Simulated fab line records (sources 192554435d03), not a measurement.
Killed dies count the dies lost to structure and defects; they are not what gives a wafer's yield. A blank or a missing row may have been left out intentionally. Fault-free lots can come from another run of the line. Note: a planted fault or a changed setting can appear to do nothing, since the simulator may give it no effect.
Which tool did it?	flow n5-finfet	24 lots with 72 wafers sampled at 6 steps, on a route of 1938 steps

WHAT THE GAUGES SHOWED, per wafer
N5_MOL_CONTACT_COAG_CD_MEAS_40 targets a cd of 25.1 nm.
lot	measured	on	cd-nm (nm)
L074	day 5 01:39	cd-sem-03	25.04 24.89 25.23
L075	day 5 13:47	cd-sem-01	24.72 25.14 25.14
L076	day 5 16:56	cd-sem-01	25.33 25.00 25.26
L077	day 5 20:38	cd-sem-03	25.26 25.13 25.39
L078	day 6 06:28	cd-sem-02	25.23 25.21 25.03
L079	day 6 10:30	cd-sem-01	24.82 25.13 25.16
L080	day 6 16:43	cd-sem-03	25.45 25.18 25.27
L081	day 6 19:15	cd-sem-01	24.96 24.82 24.95
L082	day 7 05:03	cd-sem-03	25.15 24.86 24.69
L083	day 7 11:48	cd-sem-03	25.00 25.31 25.03
L084	day 7 15:59	cd-sem-02	24.56 25.06 24.89
L085	day 8 02:26	cd-sem-02	25.67 25.40 24.70
L086	day 8 05:56	cd-sem-01	24.67 24.98 24.87
L087	day 8 11:10	cd-sem-01	24.88 24.70 25.14
L088	day 8 14:11	cd-sem-01	24.86 24.84 24.99
L089	day 8 19:08	cd-sem-01	24.87 25.24 24.91
L090	day 9 04:02	cd-sem-01	25.16 24.75 24.61
L091	day 9 07:26	cd-sem-02	25.48 24.85 25.09
L092	day 9 16:28	cd-sem-01	24.89 24.86 24.95
L093	day 9 19:11	cd-sem-03	24.82 25.52 25.23
L094	day 10 09:08	cd-sem-02	25.20 25.31 25.00
L095	day 10 09:11	cd-sem-03	25.11 24.73 25.40
L096	day 10 22:39	cd-sem-02	24.92 24.71 25.46
L097	day 11 00:59	cd-sem-02	24.90 25.00 25.27

TOOL THAT RAN EACH LOT (tool first, then ch and the chambers of the sampled wafers, then the start)
lot	N5_GATE_CUT_HM_OPEN_40	N5_MOL_CONTACT_COAG_ETCH_106	N5_MOL_CONTACT_COAG_TI_SIL_19	N5_MOL_CONTACT_COAG_ETCHBACK_135	N5_MOL_CONTACT_COAG_STRIP_119
L074	rie-diel-02 ch 2,3, day 4 11:17	rie-diel-05 ch 0,1,2, day 4 14:59	pvd-sputter-03, day 4 15:46	rie-diel-03 ch 1,2, day 5 00:58	plasma-asher-02 ch 0,1, day 5 01:11
L075	rie-diel-06 ch 0,3, day 4 19:50	rie-diel-01 ch 0,1, day 4 23:52	pvd-sputter-02, day 5 02:25	rie-diel-03 ch 1,2,3, day 5 13:06	plasma-asher-02 ch 1, day 5 13:19
L076	rie-diel-04 ch 0,1, day 5 01:57	rie-diel-03 ch 0,2,3, day 5 05:52	pvd-sputter-01, day 5 06:43	rie-diel-03 ch 1,2,3, day 5 16:07	plasma-asher-02 ch 0,1, day 5 16:20
L077	rie-diel-04 ch 0,1,3, day 5 05:56	rie-diel-05 ch 1,2,3, day 5 09:47	pvd-sputter-02, day 5 10:47	rie-diel-01 ch 1,3, day 5 19:56	plasma-asher-02 ch 0,1, day 5 20:10
L078	rie-diel-06 ch 1,2,3, day 5 13:29	rie-diel-05 ch 0,1,3, day 5 17:38	pvd-sputter-01, day 5 19:16	rie-diel-03 ch 2,3, day 6 05:47	plasma-asher-02 ch 0,1, day 6 06:00
L079	rie-diel-04 ch 0,2,3, day 5 19:59	rie-diel-03 ch 0,2,3, day 5 23:59	pvd-sputter-01, day 6 01:04	rie-diel-03 ch 0,1,3, day 6 09:49	plasma-asher-02 ch 0,1, day 6 10:02
L080	rie-diel-02 ch 1,2, day 6 01:19	rie-diel-01 ch 0,3, day 6 05:01	pvd-sputter-03, day 6 05:47	rie-diel-03 ch 0,1,2, day 6 16:02	plasma-asher-02 ch 0,1, day 6 16:16
L081	rie-diel-06 ch 1,3, day 6 04:31	rie-diel-03 ch 0,2,3, day 6 08:13	pvd-sputter-03, day 6 09:14	rie-diel-03 ch 2,3, day 6 18:32	plasma-asher-02 ch 0,1, day 6 18:45
L082	rie-diel-04 ch 0,1,3, day 6 13:43	rie-diel-01 ch 0,1,3, day 6 17:49	pvd-sputter-02, day 6 19:50	rie-diel-01 ch 1,2,3, day 7 04:22	plasma-asher-02 ch 0,1, day 7 04:35
L083	rie-diel-02 ch 1,2, day 6 20:08	rie-diel-01 ch 0,1,3, day 7 00:19	pvd-sputter-02, day 7 02:00	rie-diel-05 ch 0,2,3, day 7 11:07	plasma-asher-01 ch 0,1, day 7 11:20
L084	rie-diel-04 ch 0,1,3, day 7 02:14	rie-diel-03 ch 1,2,3, day 7 06:06	pvd-sputter-02, day 7 06:52	rie-diel-03 ch 1,2, day 7 14:55	plasma-asher-01 ch 0,1, day 7 15:23
L085	rie-diel-06 ch 0,2,3, day 7 08:38	rie-diel-01 ch 0,1,2, day 7 12:47	pvd-sputter-01, day 7 13:39	rie-diel-05 ch 0,1,3, day 8 01:45	plasma-asher-01 ch 0,1, day 8 01:58
L086	rie-diel-02 ch 2,3, day 7 15:07	rie-diel-05 ch 0,1,3, day 7 19:13	pvd-sputter-02, day 7 20:56	rie-diel-05 ch 0,1,2, day 8 05:12	plasma-asher-02 ch 0,1, day 8 05:29
L087	rie-diel-04 ch 1,2,3, day 7 18:56	rie-diel-05 ch 1,2, day 7 22:47	pvd-sputter-03, day 7 23:33	rie-diel-03 ch 2,3, day 8 10:29	plasma-asher-01 ch 0,1, day 8 10:43
L088	rie-diel-04 ch 1,2,3, day 7 20:55	rie-diel-03 ch 1,3, day 8 00:47	pvd-sputter-02, day 8 03:35	rie-diel-01 ch 1,2, day 8 13:30	plasma-asher-02 ch 0,1, day 8 13:43
L089	rie-diel-06 ch 0,1,3, day 8 04:36	rie-diel-01 ch 0,1,3, day 8 08:48	pvd-sputter-01, day 8 09:38	rie-diel-01 ch 0,2,3, day 8 18:20	plasma-asher-01 ch 0,1, day 8 18:33
L090	rie-diel-06 ch 1,2, day 8 10:52	rie-diel-05 ch 0,1,3, day 8 14:42	pvd-sputter-02, day 8 15:34	rie-diel-01 ch 0,1, day 9 02:19	plasma-asher-02 ch 0,1, day 9 02:32
L091	rie-diel-04 ch 0,1,2, day 8 16:41	rie-diel-05 ch 1,2,3, day 8 20:31	pvd-sputter-02, day 8 22:49	rie-diel-01 ch 0,1, day 9 06:37	plasma-asher-02 ch 0,1, day 9 06:50
L092	rie-diel-06 ch 0,3, day 9 00:02	rie-diel-05 ch 2,3, day 9 03:58	pvd-sputter-02, day 9 05:02	rie-diel-03 ch 0,1, day 9 15:46	plasma-asher-02 ch 0,1, day 9 15:59
L093	rie-diel-04 ch 0,2,3, day 9 04:58	rie-diel-05 ch 1,2, day 9 08:49	pvd-sputter-03, day 9 09:41	rie-diel-01 ch 0,1,3, day 9 18:29	plasma-asher-02 ch 0,1, day 9 18:43
L094	rie-diel-04 ch 2,3, day 9 12:46	rie-diel-01 ch 0,1, day 9 18:05	pvd-sputter-03, day 9 20:07	rie-diel-05 ch 0,2, day 10 08:19	plasma-asher-02 ch 0,1, day 10 08:34
L095	rie-diel-04 ch 1,2,3, day 9 16:47	rie-diel-03 ch 0,1,3, day 9 20:29	pvd-sputter-02, day 9 21:16	rie-diel-01 ch 1,2,3, day 10 08:28	plasma-asher-02 ch 0,1, day 10 08:41
L096	rie-diel-02 ch 0,2,3, day 10 08:01	rie-diel-01 ch 0,1,3, day 10 11:50	pvd-sputter-02, day 10 12:47	rie-diel-05 ch 0,1,2, day 10 21:58	plasma-asher-01 ch 0,1, day 10 22:11
L097	rie-diel-06 ch 0,2, day 10 08:25	rie-diel-05 ch 0,1,2, day 10 13:02	pvd-sputter-03, day 10 15:05	rie-diel-05 ch 0,2,3, day 11 00:18	plasma-asher-01 ch 0,1, day 11 00:31
- N5_GATE_CUT_HM_OPEN_40: chemistry C4F6/O2, target SiO2, target depth 139 nm, time 85.1 s.
- N5_MOL_CONTACT_COAG_ETCH_106: etches SOC in N2/H2, target depth 80 nm, overetch 16 nm, time 120 s.
- N5_MOL_CONTACT_COAG_TI_SIL_19: material Ti, target thk 4.2 nm, time 15 s.
- N5_MOL_CONTACT_COAG_ETCHBACK_135: etches SiO2 in CHF3, target depth 25 nm, time 16.7 s.
- N5_MOL_CONTACT_COAG_STRIP_119: strips in N2/H2, time 30 s.

WHAT THE TOOLS THEMSELVES READ (means of the sampled wafers that have a number; where no wafer has one, the mark that the record gives instead)
N5_GATE_CUT_HM_OPEN_40.
lot	tool	drypump-motor-current-A (A)	etch-rf-on-time-s (s)	oes_o_777_au (a.u.)	oes-product-au (a.u.)	rf-vpp-V (V)	showerhead-plenum-p-Torr (Torr)	throttle-valve-pct (%)
L074	rie-diel-02	6.6	95.7	0.84	0.76	655	2.79	20.96
L075	rie-diel-06	6.0	95.9	0.71	0.64	669	2.90	21.11
L076	rie-diel-04	5.4	91.3	0.95	0.86	671	2.87	20.88
L077	rie-diel-04	5.6	91.4	0.90	0.83	668	2.82	20.91
L078	rie-diel-06	5.5	94.8	0.75	0.68	662	2.84	21.04
L079	rie-diel-04	5.6	92.3	0.82	0.75	665	2.76	20.92
L080	rie-diel-02	6.4	94.1	0.79	0.71	665	2.90	20.62
L081	rie-diel-06	5.6	95.4	0.73	0.66	669	2.91	21.11
L082	rie-diel-04	5.6	92.2	0.89	0.80	667	2.81	20.92
L083	rie-diel-02	6.5	94.2	0.80	0.73	656	2.84	20.74
L084	rie-diel-04	5.6	91.6	0.88	0.80	667	2.81	20.94
L085	rie-diel-06	5.7	94.8	0.82	0.75	662	2.83	20.92
L086	rie-diel-02	6.7	94.8	0.81	0.74	666	2.78	21.15
L087	rie-diel-04	5.3	94.3	0.79	0.72	662	2.78	20.97
L088	rie-diel-04	5.3	93.7	0.79	0.72	663	2.78	20.96
L089	rie-diel-06	5.8	93.7	0.79	0.72	669	2.90	21.00
L090	rie-diel-06	5.9	96.3	0.74	0.65	656	2.85	21.10
L091	rie-diel-04	5.4	93.5	0.83	0.75	669	2.80	20.90
L092	rie-diel-06	5.4	96.3	0.77	0.72	675	2.87	20.97
L093	rie-diel-04	5.6	94.8	0.79	0.72	666	2.75	20.95
L094	rie-diel-04	5.5	95.7	0.74	0.68	659	2.73	21.02
L095	rie-diel-04	5.3	93.2	0.78	0.70	662	2.77	20.98
L096	rie-diel-02	6.2	94.8	0.82	0.74	666	2.80	20.94
L097	rie-diel-06	6.2	92.1	0.85	0.77	654	2.84	20.84

N5_MOL_CONTACT_COAG_ETCH_106.
lot	tool	drypump-motor-current-A (A)	oes-product-au (a.u.)	rf-vpp-V (V)	showerhead-plenum-p-Torr (Torr)	throttle-valve-pct (%)
L074	rie-diel-05	5.6	0.72	523	2.53	17.98
L075	rie-diel-01	5.7	0.76	522	2.51	17.90
L076	rie-diel-03	6.0	0.64	521	2.45	17.80
L077	rie-diel-05	5.6	0.68	526	2.61	17.93
L078	rie-diel-05	5.5	0.66	523	2.50	18.14
L079	rie-diel-03	5.9	0.64	522	2.45	17.81
L080	rie-diel-01	6.2	0.84	526	2.63	17.78
L081	rie-diel-03	5.9	0.64	522	2.45	17.81
L082	rie-diel-01	6.0	0.82	525	2.57	17.80
L083	rie-diel-01	6.0	0.81	524	2.57	17.80
L084	rie-diel-03	5.9	0.69	524	2.55	17.86
L085	rie-diel-01	5.5	0.82	522	2.49	17.62
L086	rie-diel-05	5.5	0.73	522	2.50	18.00
L087	rie-diel-05	5.6	0.80	525	2.61	17.65
L088	rie-diel-03	5.8	0.74	526	2.65	17.80
L089	rie-diel-01	6.0	0.79	524	2.56	17.82
L090	rie-diel-05	5.5	0.72	522	2.49	18.02
L091	rie-diel-05	5.6	0.73	526	2.60	17.80
L092	rie-diel-05	5.5	0.66	526	2.64	17.92
L093	rie-diel-05	5.7	0.77	526	2.61	17.67
L094	rie-diel-01	5.8	0.77	522	2.49	17.84
L095	rie-diel-03	5.8	0.74	527	2.64	17.68
L096	rie-diel-01	6.0	0.76	524	2.56	17.85
L097	rie-diel-05	5.6	0.74	522	2.50	17.89

N5_MOL_CONTACT_COAG_TI_SIL_19.
lot	tool	throttle-valve-pct (%)
L074	pvd-sputter-03	28.7
L075	pvd-sputter-02	29.8
L076	pvd-sputter-01	31.7
L077	pvd-sputter-02	30.7
L078	pvd-sputter-01	32.7
L079	pvd-sputter-01	31.1
L080	pvd-sputter-03	29.0
L081	pvd-sputter-03	28.7
L082	pvd-sputter-02	28.9
L083	pvd-sputter-02	28.7
L084	pvd-sputter-02	28.8
L085	pvd-sputter-01	31.7
L086	pvd-sputter-02	30.1
L087	pvd-sputter-03	29.6
L088	pvd-sputter-02	30.7
L089	pvd-sputter-01	31.2
L090	pvd-sputter-02	29.4
L091	pvd-sputter-02	29.5
L092	pvd-sputter-02	30.4
L093	pvd-sputter-03	29.1
L094	pvd-sputter-03	29.6
L095	pvd-sputter-02	29.7
L096	pvd-sputter-02	29.5
L097	pvd-sputter-03	29.6

N5_MOL_CONTACT_COAG_ETCHBACK_135.
lot	tool	drypump-motor-current-A (A)	oes-product-au (a.u.)	rf-vpp-V (V)	showerhead-plenum-p-Torr (Torr)	throttle-valve-pct (%)
L074	rie-diel-03	5.5	0.78	534	2.36	18.88
L075	rie-diel-03	5.9	0.78	538	2.39	18.71
L076	rie-diel-03	5.8	0.79	539	2.39	18.71
L077	rie-diel-01	6.3	0.95	532	2.49	18.81
L078	rie-diel-03	5.9	0.70	535	2.30	18.80
L079	rie-diel-03	5.9	0.78	537	2.38	18.61
L080	rie-diel-03	5.6	0.76	534	2.35	18.78
L081	rie-diel-03	5.9	0.71	535	2.30	18.82
L082	rie-diel-01	5.8	0.93	534	2.40	18.62
L083	rie-diel-05	5.5	0.79	528	2.38	18.83
L084	rie-diel-03	5.5	0.82	538	2.43	18.82
L085	rie-diel-05	5.5	0.81	521	2.33	18.87
L086	rie-diel-05	5.6	0.86	521	2.35	18.70
L087	rie-diel-03	5.9	0.70	535	2.29	18.84
L088	rie-diel-01	5.6	0.90	527	2.33	18.48
L089	rie-diel-01	5.7	0.91	537	2.40	18.68
L090	rie-diel-01	5.7	0.88	522	2.33	18.60
L091	rie-diel-01	5.7	0.88	525	2.33	18.64
L092	rie-diel-03	5.5	0.92	538	2.52	18.47
L093	rie-diel-01	6.0	0.87	529	2.40	18.76
L094	rie-diel-05	5.6	0.79	521	2.29	18.85
L095	rie-diel-01	5.8	0.88	533	2.39	18.66
L096	rie-diel-05	5.6	0.82	522	2.34	18.74
L097	rie-diel-05	5.5	0.84	527	2.37	18.75

N5_MOL_CONTACT_COAG_STRIP_119.
lot	tool	drypump-motor-current-A (A)	heater-power-w (W)
L074	plasma-asher-02	6.09	324
L075	plasma-asher-02	6.14	341
L076	plasma-asher-02	6.04	305
L077	plasma-asher-02	6.07	319
L078	plasma-asher-02	6.04	307
L079	plasma-asher-02	6.03	305
L080	plasma-asher-02	6.05	307
L081	plasma-asher-02	6.06	305
L082	plasma-asher-02	6.02	306
L083	plasma-asher-01	6.14	315
L084	plasma-asher-01	6.14	312
L085	plasma-asher-01	6.02	334
L086	plasma-asher-02	6.09	322
L087	plasma-asher-01	6.02	338
L088	plasma-asher-02	6.06	304
L089	plasma-asher-01	6.15	313
L090	plasma-asher-02	6.05	305
L091	plasma-asher-02	6.09	325
L092	plasma-asher-02	6.11	329
L093	plasma-asher-02	6.11	324
L094	plasma-asher-02	6.10	319
L095	plasma-asher-02	6.10	326
L096	plasma-asher-01	6.03	329
L097	plasma-asher-01	6.03	334

THE ANSWER, worked out from the rows above alone
Rule: what is usual is taken from the lots themselves. Put in order of their means at a reading, lots are off if they are a third of the lots or fewer, leave a main group of 4 or more, and stand apart from it by a gap of 3 or more times the standard deviation of the main group's means; of several such gaps the widest counts. Not used: any main group whose means are identical at the precision the tables above print for the reading. A lot without any number at a reading at which 4 lots or more have one is off too. All remaining lots with rows at the step are treated as sound. After the gauges, taken in route order, come the tools' own readings; for these a lot's mean is taken, as printed above. At the first step where some lot is off, the reading lying furthest off is the one used; lots without a number count as furthest.
No lot is off at any reading shown: from this, nothing can be told.

WHAT THE SIMULATOR HAD PUT IN
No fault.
